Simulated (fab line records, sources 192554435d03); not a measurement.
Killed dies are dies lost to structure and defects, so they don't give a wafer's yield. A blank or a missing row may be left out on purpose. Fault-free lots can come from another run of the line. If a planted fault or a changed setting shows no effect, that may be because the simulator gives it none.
Matching of chambers ; flow n5 finfet ; ald hk-01 running N5_HKMG_FIN_ALD_75: 4 sister chambers
The step deposits Al2O3, target thk 1 nm, co reactant pulse time 1 s. 4 wafers are shown with their chamber, then 10 later ones without.

EACH WAFER AND ITS CHAMBER
wafer;chamber;heater power w (W)
L083.5;1;138
L084.1;3;161
L087.1;2;160
L087.2;0;156

WAFERS WITHOUT THEIR CHAMBER
wafer;heater power w (W)
L087.4;159
L088.1;140
L088.3;158
L088.5;140
L096.1;157
L096.3;141
L096.5;142
L097.1;156
L097.4;142
L097.5;156

EACH ONE'S CHAMBER
wafer;from the rows above;in truth
L087.4;can't be placed: 2 or 3 or 0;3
L088.1;1;1
L088.3;can't be placed: 0 or 2 or 3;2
L088.5;1;1
L096.1;can't be placed: 0 or 2 or 3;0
L096.3;1;1
L096.5;1;1
L097.1;can't be placed: 0 or 2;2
L097.4;1;1
L097.5;can't be placed: 0 or 2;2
Correctly placed: 5 of 10. From these rows, 5 cannot be placed; in 5 the true chamber is one of the candidates. Number placed wrongly: 0.
How it was worked out, from the rows above alone: a wafer's distance from a chamber is the root of the sum, over the readings, of the square of ((its reading less the chamber's mean) divided by the reading's scatter). If the next closest chamber is less than 2 further off than the closest, the wafer can't be placed; otherwise it belongs to the closest. The mean given for a chamber averages the wafers shown for that chamber. The scatter: with one shown wafer a chamber, the root of the mean of the squares of how far each hidden wafer lies from its nearest shown one.
